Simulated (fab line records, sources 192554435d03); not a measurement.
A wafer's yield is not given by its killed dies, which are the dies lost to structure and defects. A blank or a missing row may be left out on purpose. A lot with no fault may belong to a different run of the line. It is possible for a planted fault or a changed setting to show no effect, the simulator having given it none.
Which of the tools did it? / flow n5_finfet / 30 wafers from 10 lots sampled at 4 of the route's 1938 steps

WHAT THE GAUGES READ, wafer by wafer
N5_PASSIVATION_OVL_MEAS_63. Usual: for PAD_OVL the level is 1 nm and the standard deviation is 5.
lot=L261; measured=day 14 12:39; on=overlay-02; PAD_OVL (nm)=-4 0 0; flag=
lot=L259; measured=day 14 18:11; on=overlay-02; PAD_OVL (nm)=4 -1 3; flag=
lot=L262; measured=day 14 20:13; on=overlay-02; PAD_OVL (nm)=5 12 10; flag=
lot=L265; measured=day 15 16:17; on=overlay-01; PAD_OVL (nm)=0 -8 0; flag=
lot=L267; measured=day 16 04:18; on=overlay-01; PAD_OVL (nm)=5 5 6; flag=
lot=L268; measured=day 16 16:04; on=overlay-01; PAD_OVL (nm)=6 2 4; flag=
lot=L270; measured=day 17 00:03; on=overlay-02; PAD_OVL (nm)=-1 1 -4; flag=
lot=L275; measured=day 18 03:52; on=overlay-02; PAD_OVL (nm)=4 1 6; flag=
lot=L278; measured=day 18 10:50; on=overlay-02; PAD_OVL (nm)=3 1 2; flag=
lot=L279; measured=day 19 15:26; on=overlay-01; PAD_OVL (nm)=7 0 5; flag=

EACH LOT AND THE TOOL THAT RAN IT (in order: tool; ch and the chambers of the sampled wafers; start)
lot=L261; N5_BEOL_M6_STRIP_36=rie_diel-03 ch 2,3, day 11 00:20; N5_MIM_BOT_ETCH_ETCH_04=rie_diel-05 ch 1,2,3, day 14 07:01; N5_PASSIVATION_SPUTTER_20=pvd_sputter-03, day 14 12:03
lot=L259; N5_BEOL_M6_STRIP_36=rie_diel-03 ch 0,1, day 11 00:44; N5_MIM_BOT_ETCH_ETCH_04=rie_diel-02 ch 1,3, day 14 12:30; N5_PASSIVATION_SPUTTER_20=pvd_sputter-02, day 14 17:28
lot=L262; N5_BEOL_M6_STRIP_36=rie_diel-02 ch 0,1,3, day 11 05:07; N5_MIM_BOT_ETCH_ETCH_04=rie_diel-03 ch 0,1,3, day 14 13:08; N5_PASSIVATION_SPUTTER_20=pvd_sputter-03, day 14 19:37
lot=L265; N5_BEOL_M6_STRIP_36=rie_diel-05 ch 0,1, day 11 22:05; N5_MIM_BOT_ETCH_ETCH_04=rie_diel-05 ch 1,2, day 15 11:30; N5_PASSIVATION_SPUTTER_20=pvd_sputter-01, day 15 15:34
lot=L267; N5_BEOL_M6_STRIP_36=rie_diel-03 ch 1,2, day 12 11:50; N5_MIM_BOT_ETCH_ETCH_04=rie_diel-05 ch 1,3, day 15 23:23; N5_PASSIVATION_SPUTTER_20=pvd_sputter-01, day 16 03:42
lot=L268; N5_BEOL_M6_STRIP_36=rie_diel-03 ch 0,3, day 13 01:07; N5_MIM_BOT_ETCH_ETCH_04=rie_diel-02 ch 0,1,2, day 16 10:53; N5_PASSIVATION_SPUTTER_20=pvd_sputter-01, day 16 15:28
lot=L270; N5_BEOL_M6_STRIP_36=rie_diel-03 ch 0,1, day 13 03:07; N5_MIM_BOT_ETCH_ETCH_04=rie_diel-03 ch 1,3, day 16 18:46; N5_PASSIVATION_SPUTTER_20=pvd_sputter-01, day 16 23:20
lot=L275; N5_BEOL_M6_STRIP_36=rie_diel-03 ch 0,3, day 14 11:16; N5_MIM_BOT_ETCH_ETCH_04=rie_diel-03 ch 0,2,3, day 17 23:17; N5_PASSIVATION_SPUTTER_20=pvd_sputter-02, day 18 03:16
lot=L278; N5_BEOL_M6_STRIP_36=rie_diel-03 ch 0,1,2, day 14 23:58; N5_MIM_BOT_ETCH_ETCH_04=rie_diel-03 ch 0,1, day 18 05:16; N5_PASSIVATION_SPUTTER_20=pvd_sputter-02, day 18 10:14
lot=L279; N5_BEOL_M6_STRIP_36=rie_diel-03 ch 0,1,2, day 15 09:56; N5_MIM_BOT_ETCH_ETCH_04=rie_diel-05 ch 0,2,3, day 19 10:46; N5_PASSIVATION_SPUTTER_20=pvd_sputter-01, day 19 14:42
- N5_BEOL_M6_STRIP_36: strips in N2/H2.
- N5_MIM_BOT_ETCH_ETCH_04: etches SiNx in CF4/O2, target depth 26 nm, time 13 s.
- N5_PASSIVATION_SPUTTER_20: material TaN, target thk 50 nm.

AS READ BY THE TOOLS THEMSELVES (means over the sampled wafers that have a number; for cases with no such wafer, the mark the record gives instead)
N5_BEOL_M6_STRIP_36. Usual: chamber_pressure_mTorr 20.00 mTorr (standard deviation 0.032); drypump_motor_current_A 6.0 A (standard deviation 0.52); oes_product_au 0.78 a.u. (standard deviation 0.07); rf_vpp_V 59.4 V (standard deviation 1.4); showerhead_plenum_p_Torr 2.60 Torr (standard deviation 0.075); temp_c 40.01 C (standard deviation 0.1); throttle_valve_pct 23.6 % (standard deviation 0.31).
lot=L261; tool=rie_diel-03; chamber_pressure_mTorr (mTorr)=20.02; drypump_motor_current_A (A)=5.9; oes_product_au (a.u.)=0.82; rf_vpp_V (V)=60.4; showerhead_plenum_p_Torr (Torr)=2.64; temp_c (C)=40.00; throttle_valve_pct (%)=23.9; flag=
lot=L259; tool=rie_diel-03; chamber_pressure_mTorr (mTorr)=19.98; drypump_motor_current_A (A)=6.6; oes_product_au (a.u.)=0.78; rf_vpp_V (V)=59.2; showerhead_plenum_p_Torr (Torr)=2.62; temp_c (C)=40.05; throttle_valve_pct (%)=23.3; flag=
lot=L262; tool=rie_diel-02; chamber_pressure_mTorr (mTorr)=20.03; drypump_motor_current_A (A)=5.7; oes_product_au (a.u.)=0.79; rf_vpp_V (V)=59.9; showerhead_plenum_p_Torr (Torr)=2.59; temp_c (C)=40.00; throttle_valve_pct (%)=23.8; flag=
lot=L265; tool=rie_diel-05; chamber_pressure_mTorr (mTorr)=19.99; drypump_motor_current_A (A)=5.2; oes_product_au (a.u.)=0.80; rf_vpp_V (V)=58.2; showerhead_plenum_p_Torr (Torr)=2.52; temp_c (C)=40.04; throttle_valve_pct (%)=23.5; flag=
lot=L267; tool=rie_diel-03; chamber_pressure_mTorr (mTorr)=20.01; drypump_motor_current_A (A)=6.1; oes_product_au (a.u.)=0.79; rf_vpp_V (V)=61.8; showerhead_plenum_p_Torr (Torr)=2.67; temp_c (C)=39.96; throttle_valve_pct (%)=23.8; flag=
lot=L268; tool=rie_diel-03; chamber_pressure_mTorr (mTorr)=19.98; drypump_motor_current_A (A)=6.2; oes_product_au (a.u.)=0.77; rf_vpp_V (V)=61.1; showerhead_plenum_p_Torr (Torr)=2.53; temp_c (C)=39.92; throttle_valve_pct (%)=23.6; flag=
lot=L270; tool=rie_diel-03; chamber_pressure_mTorr (mTorr)=20.00; drypump_motor_current_A (A)=6.6; oes_product_au (a.u.)=0.75; rf_vpp_V (V)=59.4; showerhead_plenum_p_Torr (Torr)=2.61; temp_c (C)=39.91; throttle_valve_pct (%)=23.3; flag=
lot=L275; tool=rie_diel-03; chamber_pressure_mTorr (mTorr)=20.02; drypump_motor_current_A (A)=6.3; oes_product_au (a.u.)=0.80; rf_vpp_V (V)=60.7; showerhead_plenum_p_Torr (Torr)=2.56; temp_c (C)=40.08; throttle_valve_pct (%)=23.6; flag=
lot=L278; tool=rie_diel-03; chamber_pressure_mTorr (mTorr)=20.00; drypump_motor_current_A (A)=6.3; oes_product_au (a.u.)=0.77; rf_vpp_V (V)=60.2; showerhead_plenum_p_Torr (Torr)=2.62; temp_c (C)=40.05; throttle_valve_pct (%)=23.6; flag=
lot=L279; tool=rie_diel-03; chamber_pressure_mTorr (mTorr)=20.00; drypump_motor_current_A (A)=6.3; oes_product_au (a.u.)=0.76; rf_vpp_V (V)=58.5; showerhead_plenum_p_Torr (Torr)=2.62; temp_c (C)=40.00; throttle_valve_pct (%)=23.6; flag=

N5_MIM_BOT_ETCH_ETCH_04. Usual: chamber_pressure_mTorr 40.00 mTorr (standard deviation 0.037); drypump_motor_current_A 6.0 A (standard deviation 0.51); oes_o_777_au 0.79 a.u. (standard deviation 0.077); oes_product_au 0.79 a.u. (standard deviation 0.081); rf_vpp_V 242.0 V (standard deviation 2.7); showerhead_plenum_p_Torr 2.24 Torr (standard deviation 0.06); throttle_valve_pct 15.97 % (standard deviation 0.23).
lot=L261; tool=rie_diel-05; chamber_pressure_mTorr (mTorr)=39.96; drypump_motor_current_A (A)=5.7; oes_o_777_au (a.u.)=0.81; oes_product_au (a.u.)=0.80; rf_vpp_V (V)=241.8; showerhead_plenum_p_Torr (Torr)=2.22; throttle_valve_pct (%)=15.88; flag=
lot=L259; tool=rie_diel-02; chamber_pressure_mTorr (mTorr)=39.97; drypump_motor_current_A (A)=5.3; oes_o_777_au (a.u.)=0.80; oes_product_au (a.u.)=0.80; rf_vpp_V (V)=241.4; showerhead_plenum_p_Torr (Torr)=2.19; throttle_valve_pct (%)=16.01; flag=
lot=L262; tool=rie_diel-03; chamber_pressure_mTorr (mTorr)=40.01; drypump_motor_current_A (A)=6.4; oes_o_777_au (a.u.)=0.76; oes_product_au (a.u.)=0.75; rf_vpp_V (V)=240.9; showerhead_plenum_p_Torr (Torr)=2.23; throttle_valve_pct (%)=15.90; flag=
lot=L265; tool=rie_diel-05; chamber_pressure_mTorr (mTorr)=40.00; drypump_motor_current_A (A)=5.6; oes_o_777_au (a.u.)=0.87; oes_product_au (a.u.)=0.85; rf_vpp_V (V)=241.6; showerhead_plenum_p_Torr (Torr)=2.21; throttle_valve_pct (%)=15.62; flag=
lot=L267; tool=rie_diel-05; chamber_pressure_mTorr (mTorr)=40.02; drypump_motor_current_A (A)=5.9; oes_o_777_au (a.u.)=0.73; oes_product_au (a.u.)=0.72; rf_vpp_V (V)=241.4; showerhead_plenum_p_Torr (Torr)=2.22; throttle_valve_pct (%)=16.17; flag=
lot=L268; tool=rie_diel-02; chamber_pressure_mTorr (mTorr)=40.00; drypump_motor_current_A (A)=5.8; oes_o_777_au (a.u.)=0.76; oes_product_au (a.u.)=0.77; rf_vpp_V (V)=242.5; showerhead_plenum_p_Torr (Torr)=2.24; throttle_valve_pct (%)=16.04; flag=
lot=L270; tool=rie_diel-03; chamber_pressure_mTorr (mTorr)=40.02; drypump_motor_current_A (A)=6.5; oes_o_777_au (a.u.)=0.70; oes_product_au (a.u.)=0.69; rf_vpp_V (V)=241.1; showerhead_plenum_p_Torr (Torr)=2.23; throttle_valve_pct (%)=15.97; flag=
lot=L275; tool=rie_diel-03; chamber_pressure_mTorr (mTorr)=39.97; drypump_motor_current_A (A)=6.1; oes_o_777_au (a.u.)=0.76; oes_product_au (a.u.)=0.76; rf_vpp_V (V)=241.6; showerhead_plenum_p_Torr (Torr)=2.23; throttle_valve_pct (%)=16.09; flag=
lot=L278; tool=rie_diel-03; chamber_pressure_mTorr (mTorr)=39.97; drypump_motor_current_A (A)=6.6; oes_o_777_au (a.u.)=0.92; oes_product_au (a.u.)=0.93; rf_vpp_V (V)=242.0; showerhead_plenum_p_Torr (Torr)=2.24; throttle_valve_pct (%)=15.52; flag=
lot=L279; tool=rie_diel-05; chamber_pressure_mTorr (mTorr)=40.00; drypump_motor_current_A (A)=6.0; oes_o_777_au (a.u.)=0.81; oes_product_au (a.u.)=0.81; rf_vpp_V (V)=242.5; showerhead_plenum_p_Torr (Torr)=2.25; throttle_valve_pct (%)=15.93; flag=

N5_PASSIVATION_SPUTTER_20. Usual: throttle_valve_pct at 30.2 %, with a standard deviation of 0.83.
lot=L261; tool=pvd_sputter-03; throttle_valve_pct (%)=30.4; flag=
lot=L259; tool=pvd_sputter-02; throttle_valve_pct (%)=29.8; flag=
lot=L262; tool=pvd_sputter-03; throttle_valve_pct (%)=30.6; flag=
lot=L265; tool=pvd_sputter-01; throttle_valve_pct (%)=30.5; flag=
lot=L267; tool=pvd_sputter-01; throttle_valve_pct (%)=30.4; flag=
lot=L268; tool=pvd_sputter-01; throttle_valve_pct (%)=30.5; flag=
lot=L270; tool=pvd_sputter-01; throttle_valve_pct (%)=30.6; flag=
lot=L275; tool=pvd_sputter-02; throttle_valve_pct (%)=29.3; flag=
lot=L278; tool=pvd_sputter-02; throttle_valve_pct (%)=29.8; flag=
lot=L279; tool=pvd_sputter-01; throttle_valve_pct (%)=30.6; flag=

THE ANSWER, worked out from the rows above alone
Rule: a lot is off if the mean of its wafers that have a number lies more than 3 standard deviations from the usual mean. Also off: a lot with no number at a reading for which 4 or more lots have one. Any other lot the step has rows for is counted as sound. After the gauges, taken in route order, come the tools' own readings; for these a lot's mean is taken, as printed above. The first step at which some lot is off is used, and at that step the reading that is off furthest; a lot without a number counts as furthest.
No lot is off at any reading shown: from this, nothing can be told.

WHAT HAD BEEN PUT IN BY THE SIMULATOR
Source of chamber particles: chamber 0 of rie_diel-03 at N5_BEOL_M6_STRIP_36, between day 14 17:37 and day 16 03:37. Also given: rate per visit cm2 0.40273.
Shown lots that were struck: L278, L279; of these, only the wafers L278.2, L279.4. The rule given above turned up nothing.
